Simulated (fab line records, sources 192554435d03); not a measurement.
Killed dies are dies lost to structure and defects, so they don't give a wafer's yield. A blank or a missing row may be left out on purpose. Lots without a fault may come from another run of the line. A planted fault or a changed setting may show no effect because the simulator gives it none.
fab line records | flow n5_finfet
record lots=10 wafers=30 last_day=18
route steps=1938 shown ILD0@340 SDB@358 BEOL_M4@1111 PASSIVATION@1936
lots that met no fault: from a run of the same line without faults
start_h: hours from the record's first day to the start of the lot's first wafer shown | wait_h: hours since the lot's step before | " the same as in the row above | L1.1+2: a row that stands for several wafers | - no value, or no start given | * or withheld: withheld | < > ~ a bound
route shown NAME@n: a module of which the file shows steps, and the number in the route of the first | usual: mean/standard deviation of fault-free wafers | same: alike in all rows | chamber/n: place in a boat | sites: the reading at each site | _std_site: their standard deviation | _edge_site: outer sites' mean less inner sites' | radius_mm: how far each site lies from the wafer's centre | mask NAME#n: copy n | behind: the tool/chamber that last shaped the wafer | hold: why the lot was held/for how many hours/how that ended | device: the transistor (n, p or np) that didn't switch | end of line: the same wafers' tests at the end of the route | a step without rows: its recipe alone | killed: dies lost to structure and defects at the first sort, not the wafer's yield | map: a wafer's dies, x killed, . not, _ none there
set.NAME: the setting as run; set.NAME@STEP: as run at that earlier step | model.NAME: the simulator's own value behind a step, which no gauge read
steps of the route over a sample of lots; a table a step, a row a wafer
services: from which hour (start_h, from the record's first day; less than 0 if before it) a tool's chamber was out of use, for how many hours, and why
## steps
# step N5_ILD0_CMP_07
# recipe stop_on=poly-Si material=SiO2_flowable t_overpolish_s=1.18 post_cmp_clean=alkaline_brush down_force_psi=4.1491 platen_rpm=51.796 pad_velocity_m_s=1.0306 target_thk_nm=138.88
# usual edge_zone_pressure_frac=0.999/0.0045 motor_current_A=12.5/1.3
# columns lot.wafer tool chamber start_h wait_h edge_zone_pressure_frac motor_current_A
L678.3 cmp-03 2 86.20 0.0 0.999 12.4
L678.4 " 0 " " 1.003 11.2
L678.5 " 3 " " 0.998 12.0
L679.1 cmp-03 3 90.02 0.1 1.004 11.8
L679.4 " 0 " " 1.004 11.2
L679.3 " 1 " " 0.999 13.7
L686.3 cmp-01 3 136.07 0.1 0.994 11.3
L686.1 " 0 " " 0.996 13.6
L686.5 " 3 " " 0.992 11.0
L690.2 cmp-04 0 158.32 0.0 1.008 13.3
L690.3 " 1 " " 1.001 11.1
L690.5 " 1 " " 0.997 11.6
L692.4 cmp-03 2 171.17 0.1 1.004 11.9
L692.2 " 3 " " 1.000 11.9
L692.5 " 2 " " 1.005 12.6
L693.3 cmp-01 3 178.67 0.1 1.002 11.1
L693.5 " 2 " " 1.000 15.0
L693.6 " 3 " " 0.998 11.1
L694.3 cmp-03 0 180.78 0.1 0.993 11.0
L694.2 " 1 " " 1.004 13.2
L694.5 " 3 " " 1.009 12.0
L695.4 cmp-04 1 188.10 0.1 0.994 11.0
L695.1 " 3 " " 0.997 11.4
L695.6 " 0 " " 0.985 12.8
L697.3 cmp-01 2 200.33 0.1 1.003 14.6
L697.6 " 1 " " 0.996 10.9
L697.5 " 2 " " 0.996 14.3
L691.4 cmp-04 0 203.35 0.1 1.000 13.6
L691.3 " 1 " " 0.997 11.3
L691.5 " 2 " " 1.000 14.6
# step N5_SDB_INSPECT_13
# recipe mode=adi inspect_instrument=brightfield
# usual raw_defect_count=76/35
# columns lot.wafer tool chamber start_h wait_h raw_defect_count
L678.3 defect_inspect-02 - 90.49 0.0 66
L678.4 " - " " 54
L678.5 " - " " 47
L679.1 defect_inspect-01 - 94.12 0.0 58
L679.3 " - " " 72
L679.4 " - " " 110
L686.1 defect_inspect-01 - 140.23 0.0 63
L686.3 " - " " 91
L686.5 " - " " 102
L690.2 defect_inspect-02 - 162.28 0.0 39
L690.3 " - " " 37
L690.5 " - " " 47
L692.2 defect_inspect-01 - 175.09 0.0 53
L692.4 " - " " 49
L692.5 " - " " 33
L693.3 defect_inspect-01 - 182.68 0.0 26
L693.5 " - " " 58
L693.6 " - " " 52
L694.2 defect_inspect-02 - 184.98 0.0 41
L694.3 " - " " 114
L694.5 " - " " 110
L695.1 defect_inspect-01 - 192.14 0.0 93
L695.4 " - " " 94
L695.6 " - " " 47
L697.3 defect_inspect-02 - 204.37 0.0 122
L697.5 " - " " 54
L697.6 " - " " 109
L691.3 defect_inspect-02 - 207.23 0.0 44
L691.4 " - " " 109
L691.5 " - " " 72
# step N5_SDB_STRIP_22
# recipe chemistry=N2/H2 power_w=1000 temp_c=250 h2_frac=0.65 overash_fraction=0.3 pressure_mtorr=withheld n2_flow_sccm=1750 h2_flow_sccm=3250
# usual drypump_motor_current_A=5.36/0.27 heater_power_w=355/14 oes_product_au=0.715/0.0042 strip_time_to_endpoint_s=96.3/0.36
# columns lot.wafer tool chamber start_h wait_h drypump_motor_current_A heater_power_w oes_product_au rf_hours_counter_h strip_time_to_endpoint_s
L678.3 plasma_asher-01 1 90.88 0.1 5.67 358 0.713 - 95.6
L678.4 " 0 " " 5.48 347 0.713 - 96.1
L678.5 " 1 " " 5.71 361 0.709 - 96.3
L679.1 plasma_asher-01 1 94.71 0.1 5.68 367 0.711 38 96.4
L679.3 " 1 " " 5.70 360 0.718 - 95.5
L679.4 " 0 " " 5.46 339 0.716 - 96.2
L686.1 plasma_asher-02 1 140.57 0.1 5.14 370 0.727 88 96.3
L686.3 " 0 " " 4.99 350 0.716 - 95.8
L686.5 " 0 " " 4.98 354 0.706 - 96.0
L690.2 plasma_asher-01 0 162.62 0.1 5.45 331 0.709 55 96.3
L690.3 " 1 " " 5.65 366 0.714 - 96.2
L690.5 " 1 " " 5.66 367 0.715 - 96.3
L692.2 plasma_asher-01 1 175.84 0.1 5.70 370 0.718 57 96.6
L692.4 " 1 " " 5.66 356 0.712 - 96.2
L692.5 " 1 " " 5.64 353 0.704 - 96.4
L693.3 plasma_asher-02 1 183.06 0.1 5.14 375 0.719 - 96.0
L693.5 " 1 " " 5.14 369 0.714 - 95.7
L693.6 " 0 " " 4.99 354 0.704 - 96.4
L694.2 plasma_asher-01 1 185.68 0.1 5.67 365 0.717 58 96.9
L694.3 " 1 " " 5.66 360 0.724 - 96.8
L694.5 " 1 " " 5.70 361 0.724 - 97.1
L695.1 plasma_asher-01 0 192.48 0.1 5.47 337 0.721 60 96.4
L695.4 " 1 " " 5.66 368 0.716 - 96.5
L695.6 " 0 " " 5.47 331 0.715 - 96.1
L697.3 plasma_asher-02 0 204.81 0.1 4.96 354 0.721 - 95.8
L697.5 " 0 " " 4.99 353 0.712 - 96.6
L697.6 " 1 " " 5.15 374 0.711 - 95.6
L691.3 plasma_asher-01 0 207.84 0.1 5.46 344 0.713 - 96.2
L691.4 " 1 " " 5.70 361 0.715 - 96.9
L691.5 " 0 " " 5.47 337 0.718 - 96.5
# step N5_SDB_CUT_ETCH_26
# recipe chemistry=HBr/Cl2/O2 target=Si target_depth_a=1296 bt_time_s=20 mask_material=SiNx time_s=51.8 ion_energy_ev=* bias_w=* pressure_mtorr=10 icp_w=800 HBr_flow_sccm=150 Cl2_flow_sccm=80 O2_flow_sccm=12
# usual HBr_flow_sccm=150.0/0.51 O2_flow_sccm=12.00/0.034 bias_w=* bt_time_s=20/0 drypump_motor_current_A=5.9/0.45 mfc_cl2_sccm=80.01/0.26 oes_product_au=1.001/0.015 throttle_valve_pct=37.1/0.33
# columns lot.wafer tool chamber start_h wait_h HBr_flow_sccm O2_flow_sccm bias_w bt_time_s drypump_motor_current_A mfc_cl2_sccm oes_product_au rf_hours_counter_h throttle_valve_pct
L678.3 rie_si-04 1 91.14 0.1 150.7 11.94 * 20 6.5 79.49 0.999 9 37.1
L678.4 " 2 " " 150.5 12.03 * 20 6.0 80.12 1.010 88 36.8
L678.5 " 1 " " 149.6 11.98 * 20 6.5 79.87 1.002 - 37.1
L679.1 rie_si-04 3 95.14 0.1 150.0 11.94 * 20 5.7 80.73 1.000 6 37.0
L679.3 " 1 " " 149.5 12.02 * 20 6.5 80.06 0.998 10 37.1
L679.4 " 2 " " 150.2 11.99 * 20 6.0 80.30 1.015 88 36.8
L686.1 rie_si-01 1 141.21 0.1 149.9 12.03 * 20 5.3 80.04 0.986 125 37.6
L686.3 " 3 " " 149.1 12.05 * 20 5.5 79.95 0.986 67 37.7
L686.5 " 2 " " 150.2 12.06 * 20 5.4 80.02 1.015 - 37.0
L690.2 rie_si-04 2 163.61 0.1 - - - - - - - - -
L690.3 " 1 " " - - - - - - - - -
L690.5 " 2 " " - - - - - - - - -
L692.2 rie_si-02 0 176.28 0.1 - - - - - - - - -
L692.4 " 3 " " - - - - - - - - -
L692.5 " 0 " " - - - - - - - - -
L693.3 rie_si-04 2 184.45 0.1 - - - - - - - - -
L693.5 " 1 " " - - - - - - - - -
L693.6 " 0 " " - - - - - - - - -
L694.2 rie_si-04 0 186.60 0.1 150.4 11.99 * 20 6.1 80.06 0.979 6 37.3
L694.3 " 1 " " 150.7 11.99 * 20 6.5 80.01 1.010 11 37.1
L694.5 " 1 " " 150.6 11.99 * 20 6.5 80.19 1.000 - 37.1
L695.1 rie_si-01 0 192.78 0.1 148.9 11.99 * 20 6.7 80.30 0.977 9 36.6
L695.4 " 3 " " 150.8 11.98 * 20 5.5 79.73 0.982 68 37.8
L695.6 " 3 " " 150.8 12.02 * 20 5.5 79.89 0.992 - 37.7
L697.3 rie_si-04 0 205.10 0.1 149.1 12.04 * 20 6.0 80.21 0.986 6 37.3
L697.5 " 3 " " 149.6 11.97 * 20 5.8 79.83 0.992 - 37.1
L697.6 " 2 " " 149.5 11.96 * 20 6.0 80.42 1.008 - 36.8
L691.3 rie_si-04 1 208.10 0.1 149.2 11.98 * 20 6.5 79.73 0.998 12 37.1
L691.4 " 2 " " 149.5 12.05 * 20 6.0 79.50 1.016 90 36.8
L691.5 " 2 " " 150.1 12.07 * 20 6.0 79.92 1.012 - 36.8
# step N5_BEOL_M4_RC_MEAS_101
# usual DIBL_N=36.1/1.6 DIBL_P=35.8/2.1 IOFF_N=0.16/0.031 IOFF_P=0.21/0.034 ION_N=673/12 ION_P=461/7.2 SS_N=71.4/0.59 SS_P=73.3/0.63 VT_N=250/3.1 VT_P=-250/3.3
# columns lot.wafer tool chamber start_h wait_h DIBL_N[mV/V] DIBL_P[mV/V] IOFF_N[nA/um] IOFF_P[nA/um] ION_N[uA/um] ION_P[uA/um] SS_N[mV/dec] SS_P[mV/dec] VT_N[mV] VT_P[mV]
L678.3 prober-02 0 201.06 0.3 36.3 36.9 0.17 0.21 683 459 71.6 73.3 250 -253
L678.4 " 0 " " 36.1 37.0 0.17 0.21 677 457 71.6 73.4 249 -253
L678.5 " 0 " " 38.2 39.6 0.23 0.27 687 465 72.3 74.0 243 -249
L679.1 prober-01 0 202.86 0.0 39.2 40.4 0.20 0.27 688 470 71.9 74.5 246 -246
L679.3 " 0 " " 37.8 38.3 0.17 0.25 676 465 71.4 74.2 248 -245
L679.4 " 0 " " 38.8 38.2 0.19 0.24 675 461 72.3 73.5 252 -248
L686.1 prober-01 0 250.77 0.0 36.6 36.1 0.16 0.22 667 463 71.8 73.7 249 -248
L686.3 " 0 " " 36.2 34.7 0.15 0.19 665 457 71.3 72.7 253 -249
L686.5 " 0 " " 33.7 32.1 0.12 0.16 658 448 70.5 72.8 252 -251
L694.2 prober-02 0 295.19 0.2 35.3 34.9 0.15 0.23 667 470 71.1 73.2 253 -247
L694.3 " 0 " " 37.0 37.4 0.18 0.26 670 470 71.5 73.6 247 -247
L694.5 " 0 " " 37.0 35.8 0.18 0.23 675 465 71.3 73.6 249 -247
L695.1 prober-01 0 300.74 0.0 36.8 35.8 0.18 0.22 676 465 71.4 73.6 247 -247
L695.4 " 0 " " 38.2 38.7 0.21 0.29 685 469 72.2 74.5 244 -246
L695.6 " 0 " " 37.3 36.1 0.17 0.23 675 462 71.9 73.7 249 -249
L697.3 prober-02 0 310.34 0.3 34.9 36.0 0.16 0.20 682 463 71.6 73.4 248 -247
L697.5 " 0 " " 35.4 36.3 0.17 0.21 674 461 71.3 74.2 248 -248
L697.6 " 0 " " 36.7 38.3 0.21 0.24 688 463 72.0 73.9 242 -248
L691.3 prober-01 0 320.46 0.3 36.0 35.9 0.17 0.24 672 463 71.7 73.3 250 -246
L691.4 " 0 " " 35.1 33.0 0.16 0.19 687 470 71.0 72.7 248 -250
L691.5 " 0 " " 37.1 36.0 0.18 0.23 669 461 71.3 73.4 246 -248
# step N5_PASSIVATION_PROBE_49
# usual defect_limited_yield=91.0/1.5 killed_at_M0_to_M3=35/11 killed_at_M4_up=13/6 killed_at_contacts=14/6.5 killed_at_front_end=40/12 killed_at_other=4/3.4 killed_dies=106/18 killed_on_rim=14/4.7 killed_open=68/14 killed_short=35/7.7 sort_bin_5_function=5.2/0.98 sort_bin_6_memory=3.4/0.72 sort_n_pass=1074/18 sort_yield_pct=91.0/1.5
# same gross_dies=1180 killed_at_back_side=0 sort_bin_4_leakage[%]=0 sort_bin_8_speed[%]=0
# columns lot.wafer tool chamber start_h wait_h defect_limited_yield[%] killed_at_M0_to_M3 killed_at_M4_up killed_at_contacts killed_at_front_end killed_at_other killed_dies killed_on_rim killed_open killed_short sort_bin_5_function[%] sort_bin_6_memory[%] sort_n_pass sort_yield_pct[%]
L690.2 prober-01 - 379.59 0.1 0 58 14 13 1094 1 1180 152 66 46 95.8 3.6 0 0
L690.3 prober-01 - 379.64 0.1 0 24 11 9 1136 0 1180 152 43 23 97.9 1.9 0 0
L690.5 prober-01 - 379.74 0.2 0 28 24 12 1114 2 1180 152 70 38 96.3 3.1 0 0
L693.3 prober-01 - 382.26 0.1 0 34 9 9 1125 3 1180 152 55 28 97.4 2.5 0 0
L693.5 prober-01 - 382.36 0.2 0 42 11 11 1107 9 1180 152 75 33 96.7 3.1 0 0
L693.6 prober-01 - 382.41 0.3 0 22 11 18 1126 3 1180 152 45 30 96.9 3.0 0 0
L692.2 prober-01 - 386.93 0.1 0 48 11 5 1114 2 1180 152 62 36 96.8 3.0 0 0
L692.4 prober-01 - 387.03 0.2 0 31 10 6 1127 6 1180 152 67 35 96.7 3.2 0 0
L692.5 prober-01 - 387.08 0.2 0 39 9 7 1114 11 1180 152 59 50 95.9 3.7 0 0
# killed by level:class
L690.2 SDB:area_etch=1067 BEOL_M0_SAQP:geometric_particle:open=19 BEOL_M0_SAQP:geometric_particle:short=17 MOL_CONTACT_COAG:geometric_particle:open=10 BEOL_M4:geometric_particle:open=10 FIN_SAQP:geometric_particle:short=6 BEOL_M1:geometric_particle:open=5 BEOL_M3:geometric_particle:open=5
L690.3 SDB:area_etch=1114 BEOL_M0_SAQP:geometric_particle:open=8 MOL_CONTACT_COAG:geometric_particle:open=7 BEOL_M0_SAQP:geometric_particle:short=5 BEOL_M2:geometric_particle:open=5 STI_FIN_REVEAL:geometric_particle:open=4 GATE_CUT:geometric_particle:short=4 BEOL_M4:geometric_particle:open=3
L690.5 SDB:area_etch=1071 FIN_SAQP:geometric_particle:short=14 BEOL_M4:geometric_particle:open=12 FIN_SAQP:geometric_particle:open=8 STI_FIN_REVEAL:geometric_particle:open=7 MOL_CONTACT_COAG:geometric_particle:open=7 BEOL_M0_SAQP:geometric_particle:short=7 BEOL_M0_SAQP:geometric_particle:open=6
L693.3 SDB:area_etch=1097 BEOL_M0:geometric_particle:open=8 BEOL_M2:geometric_particle:open=7 MOL_CONTACT_COAG:geometric_particle:open=6 BEOL_M0_SAQP:geometric_particle:short=4 BEOL_M0_SAQP:geometric_particle:open=4 BEOL_M3:geometric_particle:open=4 FIN_SAQP:geometric_particle:short=3
L693.5 SDB:area_etch=1070 STI_FIN_REVEAL:geometric_particle:open=9 MOL_CONTACT_COAG:geometric_particle:open=9 BEOL_M2:geometric_particle:open=9 BEOL_M0_SAQP:geometric_particle:open=8 BEOL_M1:geometric_particle:open=8 DUMMY_GATE:geometric_particle:open=6 BEOL_M0_SAQP:geometric_particle:short=5
L693.6 SDB:area_etch=1103 MOL_CONTACT_COAG:geometric_particle:open=14 BEOL_M0_SAQP:geometric_particle:short=6 BEOL_M0:geometric_particle:open=5 BEOL_M4:geometric_particle:open=5 DUMMY_GATE:geometric_particle:open=4 ILD0:geometric_particle:short=4 MOL_CONTACT_COAG:geometric_particle:short=4
L692.2 SDB:area_etch=1082 BEOL_M0_SAQP:geometric_particle:short=21 BEOL_M0_SAQP:geometric_particle:open=16 STI_FIN_REVEAL:geometric_particle:open=13 BEOL_M4:geometric_particle:open=6 BEOL_M1:geometric_particle:open=5 FIN_SAQP:geometric_particle:short=4 MOL_CONTACT_COAG:geometric_particle:open=4
L692.4 SDB:area_etch=1077 STI_FIN_REVEAL:geometric_particle:open=12 FIN_SAQP:geometric_particle:short=9 DUMMY_GATE:geometric_particle:open=9 BEOL_M0_SAQP:geometric_particle:open=9 BEOL_M0_SAQP:geometric_particle:short=7 FIN_SAQP:geometric_particle:open=6 BEOL_M2:geometric_particle:open=5
L692.5 SDB:area_etch=1068 BEOL_M0_SAQP:geometric_particle:short=16 FIN_SAQP:geometric_particle:short=10 BEOL_M0_SAQP:geometric_particle:open=7 FIN_SAQP:geometric_particle:open=6 MOL_CONTACT_COAG:geometric_particle:open=6 BEOL_M1:geometric_particle:open=6 DUMMY_GATE:geometric_particle:open=5
## services
# columns tool chamber start_h hours kind
cmp-03 - 64.19 0.9 repair
plasma_asher-01 - 81.45 1.4 repair
rie_si-04 0 82.52 3.3 repair
cmp-03 - 84.15 0.6 repair
cmp-01 - 86.37 2.5 repair
cmp-04 - 87.17 0.8 repair
cmp-04 - 89.54 4.1 pm
cmp-04 - 117.69 8.8 repair
rie_si-04 1 125.56 1.6 repair
plasma_asher-01 - 131.10 4.4 repair
cmp-03 - 147.38 4.0 pm
rie_si-02 - 147.51 0.1 repair
cmp-03 - 151.38 - consumable_replace:conditioner
cmp-03 - 151.38 - consumable_replace:pad
cmp-04 - 158.55 12.5 pm
rie_si-02 2 166.54 3.7 repair
plasma_asher-01 - 177.47 2.0 repair
cmp-03 - 181.03 5.0 pm
cmp-01 - 182.90 1.0 repair
cmp-01 - 190.13 0.5 repair
rie_si-02 3 205.32 6.1 repair
## key
first_sign step=N5_SDB_CUT_ETCH_26 reading=tool_record direction=missing
effect step=N5_PASSIVATION_PROBE_49 reading=sort_bin_5_function direction=up sigmas=94 usual=5.2 struck=96.7
more_kills_born_at N5_SDB_CUT_ETCH_26@rie_si-04=6522 N5_SDB_CUT_ETCH_26@rie_si-02=3227
met_at N5_SDB_CUT_ETCH_26
struck_lots L690,L692,L693
later_rows_left_out L690.2,L690.3,L690.5,L692.2,L692.4,L692.5,L693.3,L693.5,L693.6
not_acting_at N5_ILD0_CMP_07,N5_SDB_INSPECT_13,N5_SDB_STRIP_22
onset_between 95.14 163.61
fault kind=skipped_step_whole tool=rie_si-02,rie_si-04 chamber=- onset_h=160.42 steps=N5_SDB_CUT_ETCH_26 scope=struck_lots_only
# later_rows_left_out: the simulator's readings of these wafers behind a module that went badly wrong aren't trusted and aren't shown, but for the sort
